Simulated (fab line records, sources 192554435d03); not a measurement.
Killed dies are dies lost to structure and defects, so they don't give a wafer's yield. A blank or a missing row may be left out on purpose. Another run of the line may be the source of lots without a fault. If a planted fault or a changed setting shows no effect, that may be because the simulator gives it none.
fab line records    flow n5_finfet
record lots=9  wafers=27  last_day=17
route steps=1938 shown HKMG_FIN@430 BEOL_M4@1111 PASSIVATION@1936
lots untouched by any fault: they come from a run of this same line in which no faults occurred
start_h: the number of hours between the record's first day and the start of the first shown wafer of the lot    wait_h: how many hours have passed since the lot's step before this one    " the same as in the row above    L1.1+2: a row that stands for several wafers    - either no value or no given start    * or withheld: withheld    < > ~ a bound
route shown NAME@n: NAME is a module with steps in the file, n the number in the route of the first one    usual: mean/standard deviation taken from wafers without a fault    same: alike in all rows    chamber/n: place in a boat    sites: readings site by site    _std_site: how widely they spread, as a standard deviation    _edge_site: mean of outer sites minus mean of inner sites    radius_mm: for every site, how far away it sits from the centre of the wafer    mask NAME#n: copy n    behind: the tool/chamber that last shaped the wafer    hold: reason for holding the lot/hours on hold/outcome of the hold    device: the n, p or np transistor that did not switch    end of line: at the end of the route, the tests of the same wafers    a step without rows: its recipe alone    killed: the dies lost at the first sort to structure and to defects; this is not the yield of the wafer    map: per-die view of a wafer (x killed, . not killed, _ where there is no die)
set.NAME: the setting as run; set.NAME@STEP: as run at that earlier step    model.NAME: the simulator's own value behind a step, which no gauge read
one table for each step of the route and one row for each wafer, over a sample of lots
services: from which hour (start_h, from the record's first day; less than 0 if before it) a tool's chamber was out of use, for how many hours, and why
## steps
# step N5_HKMG_FIN_CD_MEAS_12
# recipe target_cd_nm=92.8  landing_energy_ev=500  detector=se_inlens
# usual cd_nm=92.9/0.6
lot.wafer  tool       chamber  start_h  wait_h  cd_nm
L342.1     cd_sem-02  0        89.81    -       92.0
L342.3     "          0        "        "       92.4
L342.5     "          0        "        "       92.7
L343.2     cd_sem-03  0        91.31    -       92.2
L343.3     "          0        "        "       93.0
L343.4     "          0        "        "       93.5
L349.2     cd_sem-01  0        131.61   -       93.1
L349.4     "          0        "        "       93.3
L349.6     "          0        "        "       92.2
L351.2     cd_sem-02  0        142.24   -       93.1
L351.3     "          0        "        "       93.6
L351.6     "          0        "        "       93.7
L353.1     cd_sem-02  0        154.31   -       92.9
L353.2     "          0        "        "       92.6
L353.5     "          0        "        "       92.7
L358.1     cd_sem-02  0        181.97   -       92.3
L358.2     "          0        "        "       93.4
L358.5     "          0        "        "       91.7
L359.1     cd_sem-02  0        191.09   -       92.9
L359.3     "          0        "        "       93.8
L359.4     "          0        "        "       94.0
L361.1     cd_sem-01  0        200.36   -       92.7
L361.2     "          0        "        "       91.6
L361.3     "          0        "        "       93.3
L363.2     cd_sem-02  0        211.97   -       93.4
L363.4     "          0        "        "       92.7
L363.5     "          0        "        "       93.6
# step N5_HKMG_FIN_ETCH_31
# recipe chemistry=CF4  target=SiARC  target_depth_a=455  mask_material=CAR-ArF  time_s=75.8  ion_energy_ev=80  pressure_mtorr=40  source_w=545  bias_w=36  Ar_flow_sccm=100  cf4_flow_sccm=100  ends=cleared
# usual bias_w=36.00/0.1  drypump_motor_current_A=5.7/0.45  etch_rf_on_time_s=74.5/1.8  oes_product_au=0.70/0.083  rf_vpp_V=184.2/1.3  showerhead_plenum_p_Torr=2.16/0.078  throttle_valve_pct=15.61/0.23
lot.wafer  tool         chamber  start_h  wait_h  bias_w  drypump_motor_current_A  etch_rf_on_time_s  oes_product_au  rf_hours_counter_h  rf_vpp_V  showerhead_plenum_p_Torr  throttle_valve_pct
L342.1     rie_diel-02  3        90.50    0.0     35.96   6.1                      76.2               0.59            226                 184.5     2.12                      15.93
L342.3     "            2        "        "       35.92   5.7                      75.7               0.58            247                 184.1     2.20                      15.91
L342.5     "            2        "        "       36.06   5.8                      75.0               0.58            -                   184.9     2.20                      15.88
L343.2     rie_diel-02  2        91.80    0.0     35.93   5.8                      75.2               0.59            247                 183.4     2.20                      15.89
L343.3     "            3        "        "       35.83   6.1                      75.7               0.59            227                 183.6     2.12                      15.93
L343.4     "            1        "        "       36.22   6.3                      74.5               0.69            118                 183.4     2.09                      15.43
L349.2     rie_diel-02  1        131.73   0.0     36.00   6.3                      75.1               0.68            132                 182.4     2.08                      15.48
L349.4     "            2        "        "       36.08   5.8                      74.0               0.81            3                   184.4     2.20                      15.42
L349.6     "            1        "        "       36.04   6.3                      74.9               0.68            -                   181.1     2.08                      15.47
L351.2     rie_diel-01  2        142.36   0.0     35.87   6.2                      75.8               0.58            248                 185.4     2.20                      15.92
L351.3     "            0        "        "       36.09   4.7                      76.9               0.62            188                 184.8     2.12                      15.54
L351.6     "            3        "        "       35.75   5.4                      75.6               0.78            -                   182.8     2.10                      15.35
L353.1     rie_diel-01  3        154.43   0.0     36.06   5.3                      76.1               0.76            30                  186.0     2.10                      15.37
L353.2     "            1        "        "       35.93   5.0                      76.5               0.63            168                 182.9     2.05                      15.96
L353.5     "            1        "        "       35.97   5.0                      75.1               0.63            -                   183.2     2.05                      15.96
L358.1     rie_diel-06  2        182.45   0.0     36.04   5.5                      75.3               0.61            211                 185.1     2.20                      16.00
L358.2     "            1        "        "       36.04   6.2                      72.1               0.80            19                  185.0     2.10                      15.35
L358.5     "            2        "        "       35.90   5.6                      75.1               0.60            -                   183.8     2.20                      16.00
L359.1     rie_diel-06  0        191.25   0.0     35.96   5.7                      71.3               0.73            64                  185.7     2.26                      15.40
L359.3     "            1        "        "       35.80   6.3                      71.3               0.79            23                  184.3     2.10                      15.37
L359.4     "            2        "        "       36.13   5.5                      73.5               0.61            214                 184.6     2.20                      16.00
L361.1     rie_diel-02  1        200.91   0.0     35.89   6.3                      76.9               0.65            156                 184.0     2.07                      15.51
L361.2     "            0        "        "       35.91   5.6                      74.2               0.76            45                  185.6     2.28                      15.49
L361.3     "            3        "        "       36.13   6.1                      74.3               0.82            11                  183.5     2.11                      15.53
L363.2     rie_diel-02  0        212.32   0.0     35.80   5.5                      73.8               0.75            49                  186.4     2.27                      15.51
L363.4     "            3        "        "       35.93   6.2                      73.2               0.81            15                  185.6     2.10                      15.52
L363.5     "            0        "        "       35.92   5.5                      73.6               0.75            -                   186.1     2.27                      15.51
# step N5_HKMG_FIN_COAT_66
# recipe resist=SOC  temp_c=250  time_s=60  spin_rpm=1500  resist_thk_nm=300
# usual spin_speed_rpm=1500.1/1.1
lot.wafer  tool            chamber  start_h  wait_h  spin_speed_rpm
L342.1     litho_track-01  0        92.86    0.2     1499.5
L342.3     "               0        "        "       1500.7
L342.5     "               0        "        "       1499.6
L343.2     litho_track-01  0        94.53    0.2     1499.9
L343.3     "               0        "        "       1501.9
L343.4     "               0        "        "       1503.0
L349.2     litho_track-01  0        134.04   0.2     1607.4
L349.4     "               0        "        "       1609.6
L349.6     "               0        "        "       1606.2
L351.2     litho_track-01  0        144.68   0.2     1607.3
L351.3     "               0        "        "       1606.8
L351.6     "               0        "        "       1608.4
L353.1     litho_track-02  0        156.73   0.2     1499.4
L353.2     "               0        "        "       1499.7
L353.5     "               0        "        "       1499.0
L358.1     litho_track-05  0        184.77   0.2     1499.7
L358.2     "               0        "        "       1501.3
L358.5     "               0        "        "       1498.8
L359.1     litho_track-02  0        193.54   0.2     1500.4
L359.3     "               0        "        "       1501.0
L359.4     "               0        "        "       1498.8
L361.1     litho_track-05  0        203.24   0.2     1498.7
L361.2     "               0        "        "       1500.2
L361.3     "               0        "        "       1499.6
L363.2     litho_track-01  0        214.62   0.2     1499.3
L363.4     "               0        "        "       1498.8
L363.5     "               0        "        "       1497.8
# step N5_HKMG_FIN_ETCHBACK_68
# recipe chemistry=Cl2/Ar  stop_on=HfO2  target_depth_a=5  pressure_mtorr=10  icp_w=600  bias_w=60  Cl2_flow_sccm=40  Ar_flow_sccm=60
# usual bias_w=60.00/0.16  drypump_motor_current_A=5.5/0.44  oes_ar_750_au=0.78/0.12  oes_product_au=0.76/0.12  throttle_valve_pct=20.92/0.26
lot.wafer  tool          chamber  start_h  wait_h  bias_w  drypump_motor_current_A  oes_ar_750_au  oes_product_au  rf_hours_counter_h  throttle_valve_pct
L342.1     rie_metal-01  1        93.14    0.0     59.88   5.1                      0.95           0.93            3                   20.83
L342.3     "             1        "        "       59.99   5.1                      0.96           0.92            -                   20.81
L342.5     "             1        "        "       60.25   5.1                      0.96           0.94            -                   20.82
L343.2     rie_metal-01  1        94.81    0.0     59.95   5.1                      0.94           0.93            3                   20.81
L343.3     "             1        "        "       60.01   5.1                      0.94           0.93            -                   20.83
L343.4     "             0        "        "       59.96   5.9                      0.85           0.83            -                   21.04
L349.2     rie_metal-03  0        134.32   0.0     59.88   6.4                      0.88           0.87            8                   20.36
L349.4     "             1        "        "       60.05   4.9                      0.92           0.88            -                   20.67
L349.6     "             1        "        "       59.99   4.8                      0.91           0.88            -                   20.68
L351.2     rie_metal-03  0        145.13   0.0     60.27   6.4                      0.87           0.86            9                   20.35
L351.3     "             0        "        "       59.90   6.4                      0.87           0.86            -                   20.34
L351.6     "             0        "        "       60.17   6.4                      0.87           0.87            -                   20.34
L353.1     rie_metal-01  1        157.01   0.0     59.99   5.1                      0.91           0.88            10                  20.84
L353.2     "             0        "        "       60.05   5.9                      0.83           0.80            21                  21.05
L353.5     "             0        "        "       60.18   5.9                      0.82           0.81            -                   21.04
L358.1     rie_metal-03  0        185.05   0.0     59.67   6.4                      0.85           0.85            12                  20.36
L358.2     "             1        "        "       60.00   4.8                      0.89           0.86            16                  20.68
L358.5     "             1        "        "       60.03   4.8                      0.89           0.85            -                   20.68
L359.1     rie_metal-01  1        193.82   0.0     59.89   5.1                      0.89           0.80            13                  20.91
L359.3     "             1        "        "       59.97   5.1                      0.88           0.86            -                   20.83
L359.4     "             0        "        "       60.30   5.9                      0.81           0.79            -                   21.05
L361.1     rie_metal-02  0        203.53   0.0     59.92   5.4                      0.64           0.63            102                 21.21
L361.2     "             1        "        "       59.90   5.6                      0.62           0.61            114                 20.97
L361.3     "             1        "        "       59.84   5.6                      0.63           0.61            -                   20.97
L363.2     rie_metal-01  0        215.04   0.0     59.99   5.9                      0.80           0.78            28                  21.06
L363.4     "             1        "        "       60.07   5.1                      0.88           0.86            -                   20.84
L363.5     "             1        "        "       60.00   5.1                      0.88           0.86            -                   20.85
# step N5_BEOL_M4_RC_MEAS_101
# usual DIBL_N=36.8/1.5  DIBL_P=37.1/2.1  IOFF_N=0.168/0.03  IOFF_P=0.22/0.034  ION_N=679/12  ION_P=466/8  SS_N=71.7/0.58  SS_P=73.5/0.67  VT_N=248.8/2.7  VT_P=-250/3.3
lot.wafer  tool       chamber  start_h  wait_h  DIBL_N[mV/V]  DIBL_P[mV/V]  IOFF_N[nA/um]  IOFF_P[nA/um]  ION_N[uA/um]  ION_P[uA/um]  SS_N[mV/dec]  SS_P[mV/dec]  VT_N[mV]  VT_P[mV]
L342.1     prober-01  0        181.48   0.0     37.0          36.1          0.146          0.19           678           461           71.5          73.5          249.8     -253
L342.3     "          0        "        "       36.9          36.0          0.146          0.20           675           462           70.6          72.9          247.4     -249
L342.5     "          0        "        "       37.1          36.1          0.148          0.20           672           461           70.9          73.4          248.0     -250
L343.2     prober-02  0        181.93   0.2     36.8          36.8          0.162          0.26           690           482           71.3          73.5          248.8     -246
L343.3     "          0        "        "       37.9          38.8          0.184          0.29           689           479           71.8          74.2          249.6     -242
L343.4     "          0        "        "       37.9          37.6          0.190          0.26           704           486           71.9          73.5          246.3     -246
L349.2     prober-01  0        209.36   0.2     38.6          40.4          0.222          0.23           688           457           71.9          74.1          245.8     -253
L349.4     "          0        "        "       35.1          36.2          0.148          0.16           680           458           70.8          72.7          249.5     -257
L349.6     "          0        "        "       37.7          38.2          0.178          0.20           673           457           72.5          73.5          249.2     -254
L351.2     prober-01  0        237.39   0.2     35.2          34.7          0.149          0.19           680           466           71.2          73.7          248.8     -253
L351.3     "          0        "        "       34.9          33.7          0.131          0.18           663           459           71.7          73.0          252.6     -254
L351.6     "          0        "        "       33.5          31.6          0.115          0.15           658           449           71.1          72.5          254.1     -255
L353.1     prober-02  0        242.12   0.0     34.3          32.5          0.132          0.19           662           465           70.9          73.3          250.2     -251
L353.2     "          0        "        "       36.4          34.9          0.166          0.22           676           470           71.2          73.4          247.7     -250
L353.5     "          0        "        "       35.6          34.2          0.152          0.21           670           461           71.0          74.0          249.4     -250
L358.1     prober-01  0        268.45   0.0     38.4          38.2          0.189          0.24           696           480           72.0          73.4          246.2     -250
L358.2     "          0        "        "       37.9          37.6          0.169          0.24           677           464           71.6          73.5          245.0     -249
L358.5     "          0        "        "       37.8          38.1          0.193          0.25           708           484           72.4          74.2          243.7     -245
L359.1     prober-01  0        275.70   0.0     36.0          37.5          0.143          0.21           670           462           72.4          74.4          250.8     -251
L359.3     "          0        "        "       36.6          37.5          0.163          0.20           677           460           72.0          73.6          247.4     -251
L359.4     "          0        "        "       33.2          33.1          0.102          0.15           651           451           71.3          72.1          255.1     -254
L361.1     prober-02  0        288.14   0.0     39.5          39.8          0.233          0.28           712           478           71.8          74.5          244.4     -247
L361.2     "          0        "        "       36.3          36.0          0.149          0.21           687           472           71.4          73.2          250.9     -249
L361.3     "          0        "        "       37.7          37.7          0.182          0.23           695           476           72.2          73.2          248.9     -250
L363.2     prober-01  0        314.67   0.2     37.7          38.6          0.167          0.25           676           467           71.3          73.1          249.5     -246
L363.4     "          0        "        "       38.0          37.2          0.171          0.22           680           469           71.0          72.6          249.2     -248
L363.5     "          0        "        "       35.4          34.7          0.135          0.18           667           455           71.3          72.9          252.4     -251
# step N5_PASSIVATION_PROBE_49
# usual defect_limited_yield=91.0/1.5  killed_at_M0_to_M3=34/11  killed_at_M4_up=14/5.3  killed_at_contacts=13/7  killed_at_front_end=41/13  killed_at_other=4/3.1  killed_dies=106/17  killed_on_rim=14/3.9  killed_open=70/12  killed_short=35/8  sort_bin_5_function=5.2/0.98  sort_bin_6_memory=3.4/0.69  sort_n_pass=1074/17  sort_yield_pct=91.0/1.5
# same gross_dies=1180  killed_at_back_side=0  sort_bin_4_leakage[%]=0  sort_bin_8_speed[%]=0
lot.wafer  tool       chamber  start_h  wait_h  defect_limited_yield[%]  killed_at_M0_to_M3  killed_at_M4_up  killed_at_contacts  killed_at_front_end  killed_at_other  killed_dies  killed_on_rim  killed_open  killed_short  sort_bin_5_function[%]  sort_bin_6_memory[%]  sort_n_pass  sort_yield_pct[%]
L342.1     prober-01  -        287.03   0.1     89.6                     34                  15               20                  44                   10               123          17             88           34            6.9                     3.2                   1057         89.6
L342.3     prober-01  -        287.13   0.2     87.0                     27                  17               17                  89                   3                153          15             113          40            7.7                     4.8                   1027         87.0
L342.5     prober-01  -        287.23   0.3     87.0                     42                  12               26                  67                   6                153          22             106          47            8.1                     4.6                   1027         87.0
L351.2     prober-02  -        339.64   0.1     90.8                     15                  10               18                  59                   7                109          10             67           42            4.8                     4.0                   1071         90.8
L351.3     prober-02  -        339.69   0.1     92.7                     10                  15               17                  40                   4                86           11             51           32            3.3                     3.4                   1094         92.7
L351.6     prober-02  -        339.84   0.3     89.6                     24                  14               32                  46                   7                123          17             81           39            5.3                     4.9                   1057         89.6
# killed by level:class
L342.1 STI_FIN_REVEAL:geometric_particle:open=16 MOL_CONTACT_COAG:geometric_particle:open=16 BEOL_M2:geometric_particle:open=9 BEOL_M0_SAQP:geometric_particle:open=7 BEOL_M0_SAQP:geometric_particle:short=5 BEOL_M4:geometric_particle:open=5 FIN_SAQP:geometric_particle:short=4 MOL_CONTACT_COAG:geometric_particle:short=4
L342.3 STI_FIN_REVEAL:geometric_particle:open=44 MOL_CONTACT_COAG:geometric_particle:open=14 STI_FIN_REVEAL:geometric_particle:short=11 BEOL_M4:geometric_particle:open=10 BEOL_M3:geometric_particle:open=9 FIN_SAQP:geometric_particle:open=7 BEOL_M0_SAQP:geometric_particle:short=7 FIN_SAQP:geometric_particle:short=6
L342.5 STI_FIN_REVEAL:geometric_particle:open=32 MOL_CONTACT_COAG:geometric_particle:open=20 STI_FIN_REVEAL:geometric_particle:short=14 BEOL_M0_SAQP:geometric_particle:open=14 BEOL_M4:geometric_particle:open=10 BEOL_M0_SAQP:geometric_particle:short=9 MOL_CONTACT_COAG:geometric_particle:short=6 BEOL_M1:geometric_particle:open=6
L351.2 STI_FIN_REVEAL:geometric_particle:open=22 MOL_CONTACT_COAG:geometric_particle:open=15 FIN_SAQP:geometric_particle:open=9 FIN_SAQP:geometric_particle:short=8 STI_FIN_REVEAL:geometric_particle:short=7 BEOL_M0:geometric_particle:short=5 GATE_CUT:geometric_particle:short=3 MOL_CONTACT_COAG:geometric_particle:short=3
L351.3 MOL_CONTACT_COAG:geometric_particle:open=13 FIN_SAQP:geometric_particle:open=9 GATE_CUT:geometric_particle:short=8 STI_FIN_REVEAL:geometric_particle:open=6 FIN_SAQP:geometric_particle:short=5 BEOL_M4:geometric_particle:open=5 MOL_CONTACT_COAG:geometric_particle:short=4 BEOL_M0_SAQP:geometric_particle:open=3
L351.6 MOL_CONTACT_COAG:geometric_particle:open=25 STI_FIN_REVEAL:geometric_particle:open=15 BEOL_M3:geometric_particle:open=8 MOL_CONTACT_COAG:geometric_particle:short=7 FIN_SAQP:geometric_particle:open=6 FIN_SAQP:geometric_particle:short=5 STI_FIN_REVEAL:geometric_particle:short=5 BEOL_M0_SAQP:geometric_particle:open=5
## services
tool            chamber  start_h  hours  kind
rie_diel-02     -        72.54    11.6   repair
rie_metal-03    -        74.93    1.3    repair
rie_diel-02     2        96.77    1.5    repair
rie_metal-03    -        96.91    2.8    pm
rie_diel-02     2        101.58   -      clean
rie_diel-02     2        101.58   -      consumable_replace:focus_ring
rie_diel-02     2        101.58   20.0   scheduled_down
rie_diel-02     2        101.58   20.0   vent_cycle
rie_diel-06     1        109.69   -      clean
rie_diel-06     1        109.69   -      consumable_replace:focus_ring
rie_diel-06     1        109.69   20.6   scheduled_down
rie_diel-06     1        109.69   20.6   vent_cycle
rie_metal-03    -        123.91   0.3    repair
rie_diel-01     3        130.35   4.5    repair
rie_diel-01     2        147.45   -      clean
rie_diel-01     2        147.45   -      consumable_replace:focus_ring
rie_diel-02     3        148.32   -      clean
rie_diel-02     3        148.32   -      consumable_replace:focus_ring
rie_diel-01     -        148.96   0.1    repair
rie_diel-02     1        158.46   5.5    repair
rie_metal-02    -        166.55   2.8    pm
litho_track-01  -        168.75   -      consumable_replace:filter
rie_metal-01    1        176.03   10.8   repair
rie_metal-03    0        196.89   10.6   repair
## key
first_sign step=N5_HKMG_FIN_COAT_66  reading=spin_speed_rpm  direction=up  sigmas=99+  usual=*  struck=*
effect none on later readings
met_at N5_HKMG_FIN_COAT_66
struck_lots L349,L351
not_acting_at N5_HKMG_FIN_CD_MEAS_12,N5_HKMG_FIN_ETCH_31,N5_HKMG_FIN_ETCHBACK_68
onset_between 94.53 134.04
fault kind=process_parameter_drift  tool=litho_track-01  chamber=-  onset_h=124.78  steps=N5_HKMG_FIN_COAT_66  channel=spin_rpm  offset=*  shape=step  end_h=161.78  acts_in=*  stated=*
